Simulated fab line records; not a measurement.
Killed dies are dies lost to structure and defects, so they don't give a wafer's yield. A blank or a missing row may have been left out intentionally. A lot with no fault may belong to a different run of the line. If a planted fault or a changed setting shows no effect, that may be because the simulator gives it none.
fab line records | flow n5Finfet
record: lots: 8 | wafers: 23 | lastDay: 19
route steps=1938 shown BEOL_M13@1670 BEOL_M15@1830 PASSIVATION@1936
lots that met no fault: taken from a fault-free run of the same line
startH: the number of hours between the record's first day and the start of the first shown wafer of the lot | waitH: how many hours have passed since the lot's step before this one | " same as the row above | L1.1+2: one row covering several wafers at once | - value missing, or start not given | * or withheld: withheld | < > ~ a bound
route shown NAME@n: NAME is a module with steps in the file, n the number in the route of the first one | usual: average and standard deviation across the fault-free wafers | same: alike in all rows | chamber/n: place in a boat | sites: the reading at each site | _std_site: standard deviation across them | _edge_site: the outer-site mean with the inner-site mean subtracted | radiusMm: how far each site lies from the wafer's centre | mask NAME#n: copy n | behind: the last tool/chamber to shape the wafer | hold: what put the lot on hold/how long, in hours/how the hold closed | device: whichever transistor did not switch (one of n, p or np) | end of line: the same wafers' tests at the end of the route | where a step has no rows: the recipe by itself | killed: dies lost to structure and defects at the first sort, not the wafer's yield | map: the dies of a wafer, with x for killed, . for not killed, _ for no die there
set.NAME: the setting as run; set.NAME@STEP: as run at that earlier step | model.NAME: the simulator's own value behind a step, which no gauge read
one table for each step of the route and one row for each wafer, over a sample of lots
services: the hour from which a tool's chamber was out of use, counted from the record's first day as startH (under 0 if before that day), plus the number of hours and why
== steps ==
step: N5_BEOL_M13_OVL_MEAS_11
recipe: pointsPerWafer: 44
usual: V12_OVL: 3/5.1
lot.wafer | tool       | chamber | startH | waitH | V12_OVL[nm]
L634.4    | overlay-01 | 0       | 317.34 | 0.0   | 5
L634.5    | "          | 0       | "      | "     | 2
L634.6    | "          | 0       | "      | "     | 6
L636.1    | overlay-02 | 0       | 335.96 | 0.0   | -1
L636.4    | "          | 0       | "      | "     | 3
L636.6    | "          | 0       | "      | "     | 0
L646.4    | overlay-01 | 0       | 382.78 | 0.0   | 3
L646.5    | "          | 0       | "      | "     | 2
L633.3    | overlay-01 | 0       | 383.93 | 0.0   | 7
L633.4    | "          | 0       | "      | "     | -2
L633.6    | "          | 0       | "      | "     | -5
L649.1    | overlay-02 | 0       | 413.14 | 0.0   | 7
L649.2    | "          | 0       | "      | "     | 4
L649.4    | "          | 0       | "      | "     | -3
L652.2    | overlay-01 | 0       | 416.23 | 0.0   | 3
L652.5    | "          | 0       | "      | "     | 3
L652.6    | "          | 0       | "      | "     | 5
L650.2    | overlay-02 | 0       | 420.48 | 0.0   | -4
L650.4    | "          | 0       | "      | "     | -4
L650.6    | "          | 0       | "      | "     | 2
L654.1    | overlay-02 | 0       | 426.57 | 0.0   | -8
L654.5    | "          | 0       | "      | "     | -3
L654.6    | "          | 0       | "      | "     | 4
step: N5_BEOL_M13_ETCH_68
recipe: chemistry: N2/H2 | target: SOC | maskMaterial: SiARC | sourceW: 3000 | biasW: 350 | tempC: 40 | timeS: 355 | ionEnergyEv: 200 | pressureMtorr: 30 | n2FlowSccm: 200 | h2FlowSccm: 200
usual: chamberPressureMTorr: 30.00/0.03 | drypumpMotorCurrentA: 5.5/0.38 | oesProductAu: 0.82/0.11 | rfFwdPowerW: 2994/9.4 | rfVppV: 523.2/3 | showerheadPlenumPTorr: 2.52/0.1 | throttleValvePct: 17.71/0.26
lot.wafer | tool       | chamber | startH | waitH | chamberPressureMTorr | drypumpMotorCurrentA | oesProductAu | rfFwdPowerW | rfHoursCounterH | rfVppV | showerheadPlenumPTorr | throttleValvePct
L634.4    | rieDiel-06 | 0       | 318.65 | 0.1   | 29.94                | 4.9                  | 0.83         | 2985        | 63              | 521.8  | 2.48                  | 17.57
L634.5    | "          | 3       | "      | "     | 30.02                | 5.4                  | 0.71         | 2987        | -               | 522.6  | 2.42                  | 18.11
L634.6    | "          | 2       | "      | "     | 30.02                | 5.2                  | 0.68         | 2986        | -               | 526.4  | 2.62                  | 17.98
L636.1    | rieDiel-06 | 3       | 339.96 | 0.1   | 30.00                | 5.4                  | 0.70         | 2992        | 219             | 520.6  | 2.41                  | 18.14
L636.4    | "          | 1       | "      | "     | 30.00                | 5.7                  | 0.69         | 2992        | -               | 521.1  | 2.39                  | 17.66
L636.6    | "          | 0       | "      | "     | 30.02                | 4.9                  | 0.81         | 2997        | -               | 523.5  | 2.47                  | 17.58
L646.4    | rieDiel-06 | 2       | 384.26 | 0.1   | 30.05                | 5.2                  | 1.34         | 2990        | 11              | 524.1  | 2.61                  | 17.57
L646.5    | "          | 3       | "      | "     | 30.02                | 5.4                  | 0.69         | 3005        | -               | 520.0  | 2.41                  | 18.16
L633.3    | rieDiel-02 | 0       | 385.63 | 0.1   | 30.00                | 5.4                  | 0.89         | 2990        | 38              | 525.4  | 2.58                  | 17.64
L633.4    | "          | 1       | "      | "     | 30.03                | 6.0                  | 0.69         | 2993        | 221             | 520.6  | 2.42                  | 17.63
L633.6    | "          | 0       | "      | "     | 30.02                | 5.4                  | 0.90         | 2993        | -               | 525.5  | 2.58                  | 17.62
L649.1    | rieDiel-02 | 1       | 414.78 | 0.1   | 29.98                | 6.0                  | 0.68         | 3002        | 230             | 520.9  | 2.41                  | 17.65
L649.2    | "          | 0       | "      | "     | 30.01                | 5.4                  | 0.88         | 3017        | 48              | 525.4  | 2.57                  | 17.62
L649.4    | "          | 3       | "      | "     | 30.02                | 5.7                  | 0.98         | 2988        | 11              | 523.3  | 2.49                  | 17.75
L652.2    | rieDiel-04 | 3       | 417.54 | 0.1   | 30.06                | 5.6                  | 0.89         | 2989        | 30              | 522.6  | 2.48                  | 17.62
L652.5    | "          | 0       | "      | "     | 30.04                | 5.8                  | 0.81         | 3020        | -               | 520.2  | 2.47                  | 17.62
L652.6    | "          | 1       | "      | "     | 29.98                | 6.3                  | 0.86         | 3001        | -               | 528.8  | 2.70                  | 17.76
L650.2    | rieDiel-04 | 1       | 421.66 | 0.1   | 30.02                | 6.3                  | 0.86         | 3016        | 48              | 528.3  | 2.70                  | 17.75
L650.4    | "          | 2       | "      | "     | 30.01                | 5.3                  | 0.67         | 2984        | 241             | 525.1  | 2.63                  | 18.14
L650.6    | "          | 0       | "      | "     | 30.02                | 5.8                  | 0.82         | 3001        | -               | 521.3  | 2.47                  | 17.62
L654.1    | rieDiel-04 | 2       | 428.41 | 0.1   | 30.03                | 5.3                  | 0.67         | 3002        | 244             | 526.1  | 2.63                  | 18.15
L654.5    | "          | 1       | "      | "     | 29.97                | 6.3                  | 0.86         | 2991        | -               | 528.2  | 2.70                  | 17.74
L654.6    | "          | 0       | "      | "     | 29.97                | 5.8                  | 0.81         | 3008        | -               | 520.8  | 2.47                  | 17.63
step: N5_BEOL_M13_STRIP_37
recipe: chemistry: N2/H2 | powerW: 1000 | tempC: 250 | h2Frac: 0.65 | overashFraction: 0.3 | pressureMtorr: withheld | n2FlowSccm: 1750 | h2FlowSccm: 3250
usual: drypumpMotorCurrentA: 5.9/0.31 | heaterPowerW: 329/33 | oesProductAu: 0.785/0.011
lot.wafer | tool           | chamber | startH | waitH | drypumpMotorCurrentA | heaterPowerW | oesProductAu | rfHoursCounterH
L634.4    | plasmaAsher-01 | 1       | 319.11 | 0.1   | 6.3                  | 366          | 0.804        | -
L634.5    | "              | 0       | "      | "     | 6.1                  | 337          | 0.799        | -
L634.6    | "              | 1       | "      | "     | 6.3                  | 357          | 0.798        | -
L636.1    | plasmaAsher-01 | 0       | 340.39 | 0.0   | 6.1                  | 337          | 0.781        | 136
L636.4    | "              | 1       | "      | "     | 6.4                  | 352          | 0.782        | -
L636.6    | "              | 1       | "      | "     | 6.3                  | 368          | 0.789        | -
L646.4    | plasmaAsher-01 | 1       | 384.71 | 0.1   | 6.3                  | 362          | 0.779        | -
L646.5    | "              | 0       | "      | "     | 6.1                  | 345          | 0.771        | -
L633.3    | plasmaAsher-02 | 1       | 386.09 | 0.1   | 5.5                  | 343          | 0.771        | -
L633.4    | "              | 0       | "      | "     | 5.7                  | 281          | 0.781        | -
L633.6    | "              | 0       | "      | "     | 5.7                  | 276          | 0.802        | -
L649.1    | plasmaAsher-01 | 0       | 415.22 | 0.0   | 6.1                  | 340          | 0.776        | 152
L649.2    | "              | 1       | "      | "     | 6.3                  | 370          | 0.789        | 152
L649.4    | "              | 1       | "      | "     | 6.4                  | 369          | 0.790        | -
L652.2    | plasmaAsher-02 | 0       | 417.97 | 0.0   | 5.7                  | 276          | 0.781        | 105
L652.5    | "              | 1       | "      | "     | 5.5                  | 344          | 0.786        | -
L652.6    | "              | 0       | "      | "     | 5.7                  | 278          | 0.797        | -
L650.2    | plasmaAsher-02 | 1       | 422.10 | 0.0   | 5.5                  | 339          | 0.771        | 106
L650.4    | "              | 1       | "      | "     | 5.5                  | 333          | 0.776        | -
L650.6    | "              | 0       | "      | "     | 5.7                  | 276          | 0.781        | -
L654.1    | plasmaAsher-02 | 1       | 428.84 | 0.0   | 5.5                  | 344          | 0.785        | 107
L654.5    | "              | 1       | "      | "     | 5.5                  | 341          | 0.792        | -
L654.6    | "              | 0       | "      | "     | 5.7                  | 279          | 0.798        | -
step: N5_BEOL_M13_ETCH_38
recipe: chemistry: CF4/N2 | target: SiCN | targetDepthA: 675 | taperDeg: 2 | timeS: 71.9 | ionEnergyEv: 150 | maskMaterial: SiO2 | pressureMtorr: 40 | sourceW: 430 | biasW: 70 | Ar_flow_sccm: 100 | cf4FlowSccm: 60 | n2FlowSccm: 60
usual: chamberPressureMTorr: 40.00/0.031 | drypumpMotorCurrentA: 5.5/0.36 | oesProductAu: 0.83/0.11 | rfFwdPowerW: 428.4/1.5 | rfVppV: 381.7/2 | showerheadPlenumPTorr: 2.19/0.082 | throttleValvePct: 15.34/0.26
lot.wafer | tool       | chamber | startH | waitH | chamberPressureMTorr | drypumpMotorCurrentA | oesProductAu | rfFwdPowerW | rfHoursCounterH | rfVppV | showerheadPlenumPTorr | throttleValvePct
L634.4    | rieDiel-06 | 3       | 319.18 | -     | 40.02                | 5.4                  | 0.70         | 432.1       | 210             | 381.7  | 2.10                  | 15.84
L634.5    | "          | 1       | "      | "     | 40.04                | 5.7                  | 0.72         | 428.3       | -               | 379.6  | 2.10                  | 15.50
L634.6    | "          | 2       | "      | "     | 40.01                | 5.2                  | 0.70         | 429.6       | -               | 384.2  | 2.26                  | 15.60
L636.1    | rieDiel-04 | 0       | 343.55 | -     | 40.01                | 5.8                  | 0.85         | 429.0       | 67              | 380.6  | 2.15                  | 15.21
L636.4    | "          | 3       | "      | "     | 40.04                | 5.7                  | 0.98         | 428.2       | 4               | 382.1  | 2.15                  | 15.13
L636.6    | "          | 2       | "      | "     | 39.97                | 5.2                  | 0.68         | 427.1       | -               | 382.7  | 2.28                  | 15.64
L646.4    | rieDiel-04 | 2       | 385.00 | -     | 39.99                | 5.2                  | 0.68         | 427.1       | 229             | 383.4  | 2.27                  | 15.67
L646.5    | "          | 3       | "      | "     | 39.98                | 5.7                  | 0.93         | 425.9       | -               | 380.6  | 2.15                  | 15.17
L633.3    | rieDiel-02 | 2       | 386.18 | -     | 39.97                | 5.5                  | 0.93         | 427.8       | 17              | 381.8  | 2.16                  | 15.00
L633.4    | "          | 1       | "      | "     | 39.99                | 6.0                  | 0.67         | 426.9       | 221             | 378.7  | 2.09                  | 15.29
L633.6    | "          | 2       | "      | "     | 40.00                | 5.5                  | 0.93         | 428.7       | -               | 380.7  | 2.16                  | 15.02
L649.1    | rieDiel-06 | 2       | 417.96 | -     | 39.99                | 5.2                  | 0.93         | 428.6       | 24              | 383.9  | 2.25                  | 15.17
L649.2    | "          | 0       | "      | "     | 40.02                | 4.9                  | 0.76         | 427.7       | 99              | 380.6  | 2.13                  | 15.24
L649.4    | "          | 3       | "      | "     | 39.98                | 5.4                  | 0.68         | 428.5       | -               | 380.0  | 2.09                  | 15.90
L652.2    | rieDiel-02 | 2       | 418.26 | -     | 39.99                | 5.5                  | 0.91         | 427.9       | 26              | 381.9  | 2.16                  | 15.03
L652.5    | "          | 3       | "      | "     | 40.04                | 5.7                  | 0.98         | 426.6       | -               | 382.2  | 2.15                  | 15.26
L652.6    | "          | 0       | "      | "     | 40.01                | 5.4                  | 0.86         | 429.6       | -               | 381.7  | 2.23                  | 15.30
L650.2    | rieDiel-02 | 1       | 425.15 | -     | 39.97                | 6.0                  | 0.66         | 428.4       | 232             | 379.7  | 2.09                  | 15.31
L650.4    | "          | 3       | "      | "     | 39.94                | 5.7                  | 0.97         | 425.3       | 13              | 380.2  | 2.15                  | 15.28
L650.6    | "          | 2       | "      | "     | 40.02                | 5.5                  | 0.90         | 427.0       | -               | 381.6  | 2.16                  | 15.04
L654.1    | rieDiel-04 | 0       | 432.97 | -     | 39.99                | 5.8                  | 0.81         | 427.1       | 96              | 380.7  | 2.14                  | 15.27
L654.5    | "          | 0       | "      | "     | 40.01                | 5.8                  | 0.81         | 425.8       | -               | 381.2  | 2.14                  | 15.26
L654.6    | "          | 3       | "      | "     | 40.04                | 5.6                  | 0.91         | 427.8       | -               | 381.2  | 2.14                  | 15.20
step: N5_BEOL_M15_RC_MEAS_101
usual: COMB_M10: 1.49e-11/2.9e-12 | COMB_M11: 1.49e-11/2.6e-12 | COMB_M12: 7e-12/1.3e-12 | COMB_M13: 5.4e-12/1e-12 | COMB_M14: 4.1e-12/6.5e-13 | COMB_M15: 3e-12/5.3e-13 | COMB_M5: 3.7e-11/7.7e-12 | COMB_M6: 2.6e-11/5e-12 | COMB_M7: 2.6e-11/6.3e-12 | COMB_M8: 2.5e-11/5.3e-12 | COMB_M9: 1.5e-11/3.1e-12 | SERP_M10: 3.07/0.09 | SERP_M11: 3.05/0.12 | SERP_M12: 0.641/0.017 | SERP_M13: 0.310/0.0086 | SERP_M13_max_site: 0.313/0.0087 | SERP_M14: 0.160/0.0045 | SERP_M5: 39.3/2 | SERP_M6: 13.8/0.62 | SERP_M7: 13.4/0.62 | SERP_M8: 13.8/0.56 | SERP_M9: 3.08/0.11
lot.wafer | tool      | chamber | startH | waitH | COMB_M10[S/m] | COMB_M11[S/m] | COMB_M12[S/m] | COMB_M13[S/m] | COMB_M14[S/m] | COMB_M15[S/m] | COMB_M5[S/m] | COMB_M6[S/m] | COMB_M7[S/m] | COMB_M8[S/m] | COMB_M9[S/m] | SERP_M10[ohm/um] | SERP_M11[ohm/um] | SERP_M12[ohm/um] | SERP_M13[ohm/um] | SERP_M13_max_site[ohm/um] | SERP_M14[ohm/um] | SERP_M5[ohm/um] | SERP_M6[ohm/um] | SERP_M7[ohm/um] | SERP_M8[ohm/um] | SERP_M9[ohm/um]
L634.4    | prober-02 | 0       | 332.54 | 0.5   | 1.66e-11      | 1.75e-11      | 6e-12         | 4.8e-12       | 5e-12         | 3.4e-12       | 3.7e-11      | 2.1e-11      | 2.4e-11      | 2.8e-11      | 2.2e-11      | 3.06             | 3.11             | 0.638            | 0.310            | 0.314                     | 0.163            | 37.7            | 13.9            | 13.3            | 14.4            | 3.13
L634.5    | "         | 0       | "      | "     | 1.79e-11      | 1.48e-11      | 6.9e-12       | 5.1e-12       | 4.4e-12       | 3e-12         | 3.9e-11      | 2.6e-11      | 2e-11        | 2.4e-11      | 1.5e-11      | 3.03             | 2.93             | 0.633            | 0.313            | 0.316                     | 0.158            | 39.2            | 14.3            | 13.1            | 14.7            | 3.04
L634.6    | "         | 0       | "      | "     | 1.73e-11      | 1.37e-11      | 8.1e-12       | 4.8e-12       | 3.7e-12       | 2.6e-12       | 2.7e-11      | 2.9e-11      | 3.6e-11      | 2.8e-11      | 1.4e-11      | 3.02             | 3.19             | 0.646            | 0.313            | 0.314                     | 0.166            | 40.6            | 14.5            | 14.3            | 13.8            | 3.15
L636.1    | prober-01 | 0       | 358.71 | 0.0   | 1.38e-11      | 1.97e-11      | 6.6e-12       | 6.5e-12       | 3.9e-12       | 2.9e-12       | 4.1e-11      | 2.6e-11      | 2.5e-11      | 3e-11        | 1.9e-11      | 3.14             | 3.06             | 0.629            | 0.314            | 0.320                     | 0.166            | 42.1            | 13.6            | 13.7            | 14.0            | 3.11
L636.4    | "         | 0       | "      | "     | 1.91e-11      | 1.71e-11      | 8.5e-12       | 5.9e-12       | 4.9e-12       | 2.7e-12       | 4.4e-11      | 2.6e-11      | 3.3e-11      | 2.3e-11      | 1.9e-11      | 3.17             | 3.24             | 0.658            | 0.319            | 0.324                     | 0.160            | 42.9            | 14.5            | 14.1            | 13.1            | 3.06
L636.6    | "         | 0       | "      | "     | 1.56e-11      | 1.36e-11      | 5.2e-12       | 5.1e-12       | 3.6e-12       | 2.8e-12       | 3.9e-11      | 3.1e-11      | 3.4e-11      | 3.1e-11      | 1.9e-11      | 3.09             | 2.90             | 0.646            | 0.312            | 0.316                     | 0.154            | 40.1            | 14.5            | 13.6            | 13.8            | 2.96
L646.4    | prober-02 | 0       | 401.33 | 0.5   | 1.36e-11      | 1.45e-11      | 8.9e-12       | 5.5e-12       | 3.2e-12       | 3.9e-12       | 2.7e-11      | 2e-11        | 2.7e-11      | 1.7e-11      | 1.9e-11      | 3.00             | 3.02             | 0.658            | 0.280            | 0.283                     | 0.162            | 40.4            | 14.0            | 13.7            | 13.7            | 3.02
L646.5    | "         | 0       | "      | "     | 1.6e-11       | 1.22e-11      | 7.3e-12       | 5.6e-12       | 6.2e-12       | 2.5e-12       | 4.1e-11      | 3e-11        | 3.9e-11      | 1.9e-11      | 2.2e-11      | 3.02             | 3.10             | 0.634            | 0.313            | 0.316                     | 0.156            | 41.9            | 13.9            | 13.8            | 13.8            | 3.29
L633.3    | prober-01 | 0       | 402.23 | 0.3   | 1.32e-11      | 2.15e-11      | 6e-12         | 4.8e-12       | 4.2e-12       | 2.9e-12       | 4.1e-11      | 2.9e-11      | 3.6e-11      | 2.4e-11      | 1.4e-11      | 2.96             | 2.86             | 0.627            | 0.298            | 0.301                     | 0.164            | 38.9            | 14.6            | 12.8            | 13.2            | 3.25
L633.4    | "         | 0       | "      | "     | 1.57e-11      | 2.16e-11      | 6.6e-12       | 4.1e-12       | 4.1e-12       | 3.2e-12       | 3.5e-11      | 2.3e-11      | 3.1e-11      | 2.2e-11      | 1.3e-11      | 2.99             | 3.01             | 0.654            | 0.321            | 0.327                     | 0.155            | 41.2            | 15.1            | 12.9            | 14.2            | 3.09
L633.6    | "         | 0       | "      | "     | 1.54e-11      | 1.92e-11      | 6.1e-12       | 4.6e-12       | 3.8e-12       | 2.8e-12       | 4.9e-11      | 3.2e-11      | 2.3e-11      | 2.3e-11      | 1.3e-11      | 3.06             | 3.10             | 0.625            | 0.291            | 0.293                     | 0.160            | 39.2            | 14.6            | 13.7            | 13.9            | 3.05
L650.2    | prober-01 | 0       | 440.99 | 0.2   | 1.55e-11      | 1.27e-11      | 6.9e-12       | 5.6e-12       | 4.1e-12       | 2.2e-12       | 5.8e-11      | 2.6e-11      | 4e-11        | 1.9e-11      | 1.5e-11      | 3.14             | 2.84             | 0.649            | 0.306            | 0.310                     | 0.157            | 37.3            | 12.9            | 13.5            | 13.4            | 3.00
L650.4    | "         | 0       | "      | "     | 1.42e-11      | 1.49e-11      | 7.7e-12       | 5.5e-12       | 3.3e-12       | 2.8e-12       | 3.2e-11      | 2.1e-11      | 2.7e-11      | 2.1e-11      | 1.3e-11      | 3.05             | 2.92             | 0.639            | 0.330            | 0.331                     | 0.158            | 38.3            | 13.3            | 13.8            | 13.9            | 3.04
L650.6    | "         | 0       | "      | "     | 1.66e-11      | 1.06e-11      | 9.2e-12       | 6.5e-12       | 3.1e-12       | 2.5e-12       | 4.8e-11      | 2.6e-11      | 4.6e-11      | 3.1e-11      | 1.4e-11      | 3.02             | 3.09             | 0.650            | 0.308            | 0.311                     | 0.162            | 38.6            | 13.4            | 13.4            | 13.2            | 3.25
L649.1    | prober-02 | 0       | 441.05 | 0.0   | 1.22e-11      | 1.39e-11      | 4.8e-12       | 5.6e-12       | 4.4e-12       | 2.3e-12       | 3.2e-11      | 1.8e-11      | 1.9e-11      | 2.4e-11      | 1.7e-11      | 3.13             | 3.14             | 0.654            | 0.321            | 0.325                     | 0.159            | 36.0            | 13.6            | 11.8            | 13.2            | 3.22
L649.2    | "         | 0       | "      | "     | 1.77e-11      | 1.35e-11      | 5.6e-12       | 5.7e-12       | 4.2e-12       | 3e-12         | 3.4e-11      | 2e-11        | 2.3e-11      | 2.1e-11      | 1.1e-11      | 3.02             | 3.10             | 0.647            | 0.299            | 0.303                     | 0.165            | 39.3            | 14.7            | 13.3            | 13.8            | 3.07
L649.4    | "         | 0       | "      | "     | 1.27e-11      | 1.43e-11      | 5.8e-12       | 6.4e-12       | 4.6e-12       | 2.8e-12       | 3.4e-11      | 2.2e-11      | 2.3e-11      | 2.6e-11      | 1.4e-11      | 2.87             | 2.89             | 0.666            | 0.297            | 0.301                     | 0.169            | 40.4            | 14.6            | 13.6            | 15.2            | 3.06
L652.2    | prober-01 | 0       | 441.92 | 0.5   | 1.37e-11      | 1.37e-11      | 1.06e-11      | 5.6e-12       | 3.6e-12       | 2.8e-12       | 3.9e-11      | 2.6e-11      | 2.4e-11      | 3.3e-11      | 1.5e-11      | 2.90             | 3.17             | 0.630            | 0.311            | 0.315                     | 0.161            | 38.8            | 14.5            | 13.7            | 14.6            | 2.83
L652.5    | "         | 0       | "      | "     | 1.17e-11      | 1.71e-11      | 5.8e-12       | 5.9e-12       | 4.9e-12       | 3.5e-12       | 3.7e-11      | 1.8e-11      | 2.1e-11      | 2e-11        | 1.5e-11      | 2.85             | 2.92             | 0.626            | 0.314            | 0.316                     | 0.157            | 37.7            | 13.6            | 14.0            | 14.3            | 2.85
L652.6    | "         | 0       | "      | "     | 1.59e-11      | 1.83e-11      | 6.8e-12       | 5.3e-12       | 3.8e-12       | 2.2e-12       | 5.1e-11      | 1.7e-11      | 1.7e-11      | 2.6e-11      | 1.3e-11      | 3.01             | 3.11             | 0.651            | 0.308            | 0.311                     | 0.159            | 39.9            | 14.8            | 13.4            | 14.0            | 2.93
L654.1    | prober-01 | 0       | 447.92 | 0.0   | 1.27e-11      | 1.42e-11      | 5.8e-12       | 4.8e-12       | 3.3e-12       | 3.1e-12       | 3e-11        | 2.6e-11      | 2.2e-11      | 2.2e-11      | 1.1e-11      | 3.01             | 2.93             | 0.636            | 0.334            | 0.338                     | 0.153            | 37.6            | 13.3            | 13.0            | 13.5            | 3.01
L654.5    | "         | 0       | "      | "     | 1.95e-11      | 1.62e-11      | 5.4e-12       | 4.9e-12       | 4.2e-12       | 2.5e-12       | 4.9e-11      | 2.8e-11      | 2e-11        | 2.2e-11      | 1.8e-11      | 3.12             | 2.89             | 0.635            | 0.308            | 0.310                     | 0.164            | 33.6            | 13.4            | 13.2            | 13.3            | 3.02
L654.6    | "         | 0       | "      | "     | 1.51e-11      | 1.74e-11      | 8.3e-12       | 5.8e-12       | 3.6e-12       | 3.2e-12       | 4.1e-11      | 2.1e-11      | 2.1e-11      | 2.4e-11      | 1.6e-11      | 2.96             | 3.18             | 0.622            | 0.315            | 0.319                     | 0.164            | 40.2            | 13.4            | 13.1            | 13.7            | 2.96
sites SERP_M13 radiusMm=0,75,75,75,75,140,140,140,140
L634.4 0.310 0.312 0.314 0.310 0.312 0.306 0.309 0.310 0.307
L636.1 0.313 0.314 0.320 0.320 0.317 0.314 0.312 0.315 0.311
L646.4 0.279 0.282 0.280 0.281 0.283 0.279 0.276 0.282 0.277
L633.3 0.294 0.298 0.300 0.300 0.301 0.299 0.296 0.295 0.297
L650.2 0.306 0.309 0.307 0.310 0.304 0.307 0.304 0.304 0.304
L649.1 0.319 0.321 0.322 0.325 0.319 0.321 0.324 0.321 0.323
L652.2 0.312 0.312 0.315 0.311 0.314 0.311 0.308 0.310 0.310
L654.1 0.336 0.338 0.333 0.335 0.332 0.335 0.331 0.334 0.332
step: N5_PASSIVATION_PROBE_49
usual: defectLimitedYield: 90.9/1.4 | killed_at_M0_to_M3: 38/11 | killed_at_M4_up: 13/5.9 | killedAtContacts: 14/6.4 | killedAtFrontEnd: 38/11 | killedAtOther: 3.3/2.5 | killedDies: 107/16 | killedOpen: 70/12 | killedShort: 35/7.7 | sort_bin_5_function: 5.3/0.94 | sort_bin_6_memory: 3.5/0.7 | sortNPass: 1073/16 | sortYieldPct: 90.9/1.4
same: grossDies: 1180 | killedAtBackSide: 0 | sort_bin_4_leakage[%]: 0 | sort_bin_8_speed[%]: 0
lot.wafer | tool      | chamber | startH | waitH | defectLimitedYield[%] | killed_at_M0_to_M3 | killed_at_M4_up | killedAtContacts | killedAtFrontEnd | killedAtOther | killedDies | killedOpen | killedShort | sort_bin_5_function[%] | sort_bin_6_memory[%] | sortNPass | sortYieldPct[%]
L652.2    | prober-02 | -       | 461.99 | 0.1   | 94.8                  | 17                 | 6               | 6                | 26               | 6             | 61         | 42         | 17          | 2.8                    | 2.1                  | 1119      | 94.8
L652.5    | prober-02 | -       | 462.14 | 0.2   | 92.2                  | 42                 | 10              | 15               | 21               | 4             | 92         | 61         | 30          | 3.8                    | 3.8                  | 1088      | 92.2
L652.6    | prober-02 | -       | 462.19 | 0.3   | 92.3                  | 43                 | 6               | 8                | 29               | 5             | 91         | 68         | 23          | 3.8                    | 3.6                  | 1089      | 92.3
killed by level:class
L652.2 STI_FIN_REVEAL:geometricParticle:open=8 MOL_CONTACT_COAG:geometricParticle:open=6 STI_FIN_REVEAL:geometricParticle:short=3 BEOL_M0:geometricParticle:open=3 BEOL_M1:geometricParticle:open=3 BEOL_M2:geometricParticle:open=3 DUMMY_GATE:geometricParticle:open=2 ILD0:geometricParticle:open=2
L652.5 MOL_CONTACT_COAG:geometricParticle:open=14 BEOL_M2:geometricParticle:open=13 BEOL_M3:geometricParticle:open=9 STI_FIN_REVEAL:geometricParticle:open=7 BEOL_M1:geometricParticle:open=5 BEOL_M2:geometricParticle:short=5 BEOL_M0:geometricParticle:short=3 BEOL_M4:geometricParticle:open=3
L652.6 BEOL_M3:geometricParticle:open=16 STI_FIN_REVEAL:geometricParticle:open=15 BEOL_M2:geometricParticle:open=10 MOL_CONTACT_COAG:geometricParticle:open=7 BEOL_M0_SAQP:geometricParticle:short=4 BEOL_M1:geometricParticle:open=4 GATE_CUT:geometricParticle:short=3 BEOL_M0_SAQP:geometricParticle:open=3
== services ==
tool           | chamber | startH | hours | kind
rieDiel-04     | 3       | 300.66 | -     | clean
rieDiel-04     | 3       | 300.66 | -     | consumableReplace:focusRing
rieDiel-04     | 3       | 300.66 | 27.3  | scheduledDown
rieDiel-04     | 3       | 300.66 | 27.3  | ventCycle
rieDiel-02     | 1       | 309.20 | 6.3   | repair
rieDiel-02     | 3       | 309.72 | 16.3  | repair
rieDiel-06     | 2       | 324.33 | -     | clean
rieDiel-06     | 2       | 324.33 | -     | consumableReplace:focusRing
rieDiel-06     | 2       | 324.33 | 21.0  | scheduledDown
rieDiel-06     | 2       | 324.33 | 21.0  | ventCycle
rieDiel-02     | -       | 329.20 | 14.6  | pm
rieDiel-06     | 3       | 331.95 | 2.6   | repair
rieDiel-04     | -       | 336.59 | 4.8   | repair
rieDiel-06     | -       | 338.02 | 0.6   | repair
rieDiel-06     | 1       | 345.30 | -     | clean
rieDiel-06     | 1       | 345.30 | -     | consumableReplace:focusRing
rieDiel-06     | 1       | 345.30 | -     | consumableReplace:showerhead
rieDiel-06     | 0       | 347.58 | 3.7   | repair
rieDiel-06     | -       | 354.64 | 4.3   | pm
rieDiel-02     | 3       | 364.07 | -     | clean
rieDiel-02     | 3       | 364.07 | -     | consumableReplace:focusRing
rieDiel-02     | 3       | 364.07 | 19.6  | scheduledDown
rieDiel-02     | 3       | 364.07 | 19.6  | ventCycle
plasmaAsher-01 | -       | 381.98 | 0.8   | repair
== key ==
firstSign: step: N5_BEOL_M13_ETCH_68 | reading: oesProductAu | direction: up | sigmas: 4.9 | usual: 0.82 | struck: 1.34
effect: step: N5_BEOL_M15_RC_MEAS_101 | reading: SERP_M13 | direction: down | sigmas: 3.4 | usual: 0.310 | struck: 0.280
metAt N5_BEOL_M13_ETCH_68
struckLots L646
struckWafers L646.4
notActingAt N5_BEOL_M13_OVL_MEAS_11,N5_BEOL_M13_STRIP_37,N5_BEOL_M13_ETCH_38
onsetBetween 339.96 384.26
fault: kind: processParameterDrift | tool: rieDiel-06 | chamber: - | onsetH: 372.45 | steps: N5_BEOL_M13_ETCH_68 | channel: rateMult | offset: 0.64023 | shape: step | endH: 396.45 | scope: struckWafersOnly
